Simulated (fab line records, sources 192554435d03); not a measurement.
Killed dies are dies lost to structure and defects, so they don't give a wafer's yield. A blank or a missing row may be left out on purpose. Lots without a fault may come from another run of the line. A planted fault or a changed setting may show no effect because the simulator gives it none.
fab line records | flow n5_finfet
record lots=7 wafers=21
route steps=1938 shown PASSIVATION@1931
start_h: hours from the record's first day to the start of the lot's first wafer shown | wait_h: hours since the lot's step before | " the same as in the row above | L1.1+2: a row that stands for several wafers | - no value, or no start given | * or withheld: withheld | < > ~ a bound
route shown NAME@n: a module of which the file shows steps, and the number in the route of the first | usual: mean/standard deviation of fault-free wafers | same: alike in all rows | chamber/n: place in a boat | sites: the reading at each site | _std_site: their standard deviation | _edge_site: outer sites' mean less inner sites' | radius_mm: how far each site lies from the wafer's centre | mask NAME#n: copy n | behind: the tool/chamber that last shaped the wafer | hold: why the lot was held/for how many hours/how that ended | device: the transistor (n, p or np) that didn't switch | end of line: the same wafers' tests at the end of the route | a step without rows: its recipe alone | killed: dies lost to structure and defects at the first sort, not the wafer's yield | map: a wafer's dies, x killed, . not, _ none there
set.NAME: the setting as run; set.NAME@STEP: as run at that earlier step | model.NAME: the simulator's own value behind a step, which no gauge read
lots whose settings were changed on purpose; a table a step, a row a wafer
## steps
# step N5_PASSIVATION_STRIP_48
# recipe chemistry=O2 power_w=600 temp_c=60 pressure_mtorr=30 rf_frequency_hz=6e+07 bias_power_w=0 overash_fraction=0.5 o2_flow_sccm=225
# columns lot.wafer tool chamber start_h wait_h set.temp_c
L076.4 rie_diel-03 3 275.01 0.0 60
L076.5+6 " 0,1 " " 57.78
L075.2+5+6 rie_diel-03 1,0,3 281.27 0.1 60
L081.2+3+4 rie_diel-06 3,2,2 319.19 0.1 60
L083.4+5+6 rie_diel-02 0,2,0 324.09 0.2 60
L082.1+3+5 rie_diel-06 1,0,3 326.59 0.1 61.46
L096.2+3+4 rie_diel-06 1,2,0 408.45 0.1 60
L097.2 rie_diel-03 3 409.92 0.1 60
L097.3+5 " 1,2 " " 63.37
# step N5_PASSIVATION_STRIP_52
# recipe chemistry=post_etch_residue_remover time_s=1200 temp_c=72.5
# step N5_PASSIVATION_CLEAN_71
# recipe chemistry=IPA time_s=180 temp_c=25
# step N5_PASSIVATION_SRD_72
# recipe dry=ipa_marangoni time_s=30 temp_c=23 rinse_liquid=diw
# step N5_PASSIVATION_ANNEAL_56
# recipe temp_c=400 time_s=1800 ambient=FGA idle_temp_c=300 ramp_up_c_per_min=5 ramp_down_c_per_min=3
# step N5_PASSIVATION_PROBE_49
# usual killed_at_M0_to_M3=34/12 killed_at_M4_up=12/4.9 killed_at_contacts=13/7.2 killed_at_front_end=39/12 killed_at_other=3.7/2.9 killed_dies=101/18 killed_open=67/14 killed_short=33/7.2
# same gross_dies=1180 killed_at_back_side=0
# columns lot.wafer tool chamber start_h wait_h set.source_w@PASSIVATION_PASS_ETCH_74 killed_at_M0_to_M3 killed_at_M4_up killed_at_contacts killed_at_front_end killed_at_other killed_dies killed_open killed_short
L076.4 prober-01 - 277.64 0.2 535 52 18 8 25 4 107 71 36
L076.5 prober-01 - 277.69 0.2 535 43 5 6 33 1 88 51 34
L076.6 prober-01 - 277.74 0.3 474.1 43 12 3 33 4 95 58 35
L075.2 prober-02 - 283.84 0.1 535 39 15 12 46 3 115 82 33
L075.5 prober-02 - 283.99 0.2 535 17 5 8 56 9 95 65 29
L075.6 prober-02 - 284.04 0.3 535 18 4 9 47 4 82 50 31
L081.2 prober-02 - 321.73 0.1 535 30 21 17 60 5 133 94 39
L081.3 prober-02 - 321.78 0.1 509.4 22 12 26 1004 1 1065 67 35
L081.4 prober-02 - 321.83 0.2 509.4 31 10 21 1007 3 1072 76 44
L083.4 prober-01 - 326.73 0.2 604.3 64 22 6 376 8 476 96 35
L083.5 prober-01 - 326.78 0.2 535 71 6 10 197 857 1141 92 38
L083.6 prober-01 - 326.83 0.3 535 65 13 13 22 2 115 78 37
L082.1 prober-02 - 329.08 0.0 535 31 12 8 104 3 158 63 20
L082.3 prober-02 - 329.18 0.1 535 21 12 6 47 6 92 61 30
L082.5 prober-02 - 329.28 0.2 535 40 17 5 100 0 162 58 27
L096.2 prober-01 - 411.00 0.1 535 26 9 21 42 989 1087 68 35
L096.3 prober-01 - 411.05 0.1 630.8 41 9 20 35 3 108 71 32
L096.4 prober-01 - 411.10 0.2 535 29 8 21 31 6 95 62 31
L097.2 prober-02 - 412.48 0.1 629 25 8 26 38 1082 1179 57 47
L097.3 prober-02 - 412.53 0.1 535 32 8 22 952 148 1162 70 33
L097.5 prober-02 - 412.63 0.2 535 36 3 28 919 194 1180 81 31
# killed by level:class
L076.4 BEOL_M2:geometric_particle:open=12 BEOL_M4:geometric_particle:open=12 BEOL_M3:geometric_particle:open=10 FIN_SAQP:geometric_particle:short=8 MOL_CONTACT_COAG:geometric_particle:open=7 BEOL_M3:geometric_particle:short=7 DUMMY_GATE:geometric_particle:open=6 BEOL_M0:geometric_particle:open=5
L076.5 BEOL_M2:geometric_particle:open=14 BEOL_M0_SAQP:geometric_particle:short=7 BEOL_M1:geometric_particle:open=7 FIN_SAQP:geometric_particle:short=6 STI_FIN_REVEAL:geometric_particle:open=5 MOL_CONTACT_COAG:geometric_particle:open=5 STARTING-WAFER:geometric_particle:open=5 GATE_CUT:geometric_particle:short=4
L076.6 BEOL_M0_SAQP:geometric_particle:short=15 FIN_SAQP:geometric_particle:open=12 BEOL_M2:geometric_particle:open=7 BEOL_M0_SAQP:geometric_particle:open=5 STARTING-WAFER:geometric_particle:open=5 BEOL_M4:geometric_particle:open=5 FIN_SAQP:geometric_particle:short=4 DUMMY_GATE:geometric_particle:open=3
L075.2 FIN_SAQP:geometric_particle:open=17 BEOL_M3:geometric_particle:open=11 STI_FIN_REVEAL:geometric_particle:open=10 MOL_CONTACT_COAG:geometric_particle:open=9 BEOL_M0_SAQP:geometric_particle:short=9 BEOL_M0_SAQP:geometric_particle:open=7 FIN_SAQP:geometric_particle:short=4 DUMMY_GATE:geometric_particle:open=4
L075.5 FIN_SAQP:geometric_particle:open=17 STI_FIN_REVEAL:geometric_particle:open=12 MOL_CONTACT_COAG:geometric_particle:open=6 BEOL_M0_SAQP:geometric_particle:short=6 FIN_SAQP:geometric_particle:short=5 BEOL_M0_SAQP:geometric_particle:open=5 PAD_METAL:geometric_particle:open=5 DUMMY_GATE:geometric_particle:open=4
L075.6 FIN_SAQP:geometric_particle:short=9 FIN_SAQP:geometric_particle:open=9 BEOL_M0_SAQP:geometric_particle:short=8 MOL_CONTACT_COAG:geometric_particle:open=7 STI_FIN_REVEAL:geometric_particle:open=6 GATE_CUT:geometric_particle:short=5 GATE_CUT:geometric_particle:open=5 DUMMY_GATE:geometric_particle:open=4
L081.2 FIN_SAQP:geometric_particle:open=24 MOL_CONTACT_COAG:geometric_particle:open=14 BEOL_M4:geometric_particle:open=9 GATE_CUT:geometric_particle:short=8 BEOL_M0_SAQP:geometric_particle:open=7 BEOL_M3:geometric_particle:open=7 BEOL_M0_SAQP:geometric_particle:short=6 BEOL_M2:geometric_particle:open=6
L081.3 GATE_CUT:area_expose=962 MOL_CONTACT_COAG:geometric_particle:open=21 FIN_SAQP:geometric_particle:short=8 STI_FIN_REVEAL:geometric_particle:open=7 DUMMY_GATE:geometric_particle:open=7 FIN_SAQP:geometric_particle:open=5 MOL_CONTACT_COAG:geometric_particle:short=5 GATE_CUT:geometric_particle:short=5
L081.4 GATE_CUT:area_expose=950 FIN_SAQP:geometric_particle:open=18 FIN_SAQP:geometric_particle:short=16 MOL_CONTACT_COAG:geometric_particle:open=16 BEOL_M0_SAQP:geometric_particle:short=10 BEOL_M0_SAQP:geometric_particle:open=7 STI_FIN_REVEAL:geometric_particle:open=6 MOL_CONTACT_COAG:geometric_particle:short=5
L083.4 GATE_CUT:area_expose=338 BEOL_M0_SAQP:geometric_particle:open=13 BEOL_M1:geometric_particle:open=11 STI_FIN_REVEAL:geometric_particle:open=10 BEOL_M0_SAQP:geometric_particle:short=10 BEOL_M0:geometric_particle:open=9 BEOL_M3:geometric_particle:open=8 BEOL_M4:geometric_particle:open=8
L083.5 PASSIVATION:area_etch=852 GATE_CUT:area_expose=159 BEOL_M3:geometric_particle:open=25 FIN_SAQP:geometric_particle:short=12 BEOL_M1:geometric_particle:open=11 FIN_SAQP:geometric_particle:open=10 BEOL_M0_SAQP:geometric_particle:open=9 STI_FIN_REVEAL:geometric_particle:open=8
L083.6 BEOL_M0_SAQP:geometric_particle:open=14 MOL_CONTACT_COAG:geometric_particle:open=13 BEOL_M0_SAQP:geometric_particle:short=11 BEOL_M0:geometric_particle:open=10 BEOL_M3:geometric_particle:open=9 BEOL_M4:geometric_particle:open=7 STI_FIN_REVEAL:geometric_particle:open=6 BEOL_M3:geometric_particle:short=6
L082.1 GATE_CUT:area_expose=72 BEOL_M2:geometric_particle:open=10 FIN_SAQP:geometric_particle:open=8 MOL_CONTACT_COAG:geometric_particle:open=7 STI_FIN_REVEAL:geometric_particle:open=5 BEOL_M0_SAQP:geometric_particle:open=5 DUMMY_GATE:geometric_particle:open=4 BEOL_M0_SAQP:geometric_particle:short=4
L082.3 FIN_SAQP:geometric_particle:open=10 FIN_SAQP:geometric_particle:short=10 BEOL_M2:geometric_particle:open=9 BEOL_M4:geometric_particle:open=9 DUMMY_GATE:geometric_particle:open=8 STI_FIN_REVEAL:geometric_particle:open=8 BEOL_M0_SAQP:geometric_particle:short=5 MIM_TOP:geometric_particle:short=4
L082.5 GATE_CUT:area_expose=75 BEOL_M2:geometric_particle:open=12 BEOL_M3:geometric_particle:open=10 BEOL_M0_SAQP:geometric_particle:short=8 FIN_SAQP:geometric_particle:short=7 BEOL_M4:geometric_particle:open=6 MOL_CONTACT_COAG:geometric_particle:open=5 DUMMY_GATE:geometric_particle:open=4
L096.2 PASSIVATION:area_etch=984 STI_FIN_REVEAL:geometric_particle:open=17 MOL_CONTACT_COAG:geometric_particle:open=17 BEOL_M0_SAQP:geometric_particle:short=9 BEOL_M3:geometric_particle:open=8 STARTING-WAFER:geometric_particle:short=6 FIN_SAQP:geometric_particle:open=5 MOL_CONTACT_COAG:geometric_particle:short=4
L096.3 MOL_CONTACT_COAG:geometric_particle:open=17 STI_FIN_REVEAL:geometric_particle:open=14 BEOL_M1:geometric_particle:open=8 BEOL_M0_SAQP:geometric_particle:short=7 BEOL_M2:geometric_particle:open=7 BEOL_M0_SAQP:geometric_particle:open=6 BEOL_M3:geometric_particle:open=5 STI_FIN_REVEAL:geometric_particle:short=4
L096.4 MOL_CONTACT_COAG:geometric_particle:open=16 BEOL_M3:geometric_particle:open=7 STI_FIN_REVEAL:geometric_particle:open=6 FIN_SAQP:geometric_particle:open=5 FIN_SAQP:geometric_particle:short=5 DUMMY_GATE:geometric_particle:open=5 MOL_CONTACT_COAG:geometric_particle:short=5 BEOL_M1:geometric_particle:open=5
L097.2 PASSIVATION:area_etch=1073 MOL_CONTACT_COAG:geometric_particle:open=22 FIN_SAQP:geometric_particle:short=12 BEOL_M0_SAQP:geometric_particle:short=7 FIN_SAQP:geometric_particle:open=6 STI_FIN_REVEAL:geometric_particle:open=6 BEOL_M0_SAQP:geometric_particle:open=5 GATE_CUT:geometric_particle:short=4
L097.3 GATE_CUT:area_expose=916 PASSIVATION:area_etch=143 MOL_CONTACT_COAG:geometric_particle:open=17 FIN_SAQP:geometric_particle:short=15 BEOL_M0_SAQP:geometric_particle:open=14 BEOL_M3:geometric_particle:open=6 STI_FIN_REVEAL:geometric_particle:open=5 MOL_CONTACT_COAG:geometric_particle:short=5
L097.5 GATE_CUT:area_expose=884 PASSIVATION:area_etch=184 MOL_CONTACT_COAG:geometric_particle:open=23 BEOL_M0_SAQP:geometric_particle:open=13 STI_FIN_REVEAL:geometric_particle:open=12 BEOL_M1:geometric_particle:open=6 MOL_CONTACT_COAG:geometric_particle:short=5 BEOL_M0_SAQP:geometric_particle:short=5
## key
split step=N5_PASSIVATION_STRIP_48 setting=temp_c stated=60 by=wafer
response none clear
split outside_this_file step=N5_PASSIVATION_PASS_ETCH_74 setting=source_w
# split outside_this_file: this setting was split too, and the file shows its column; the key of that split is in another file
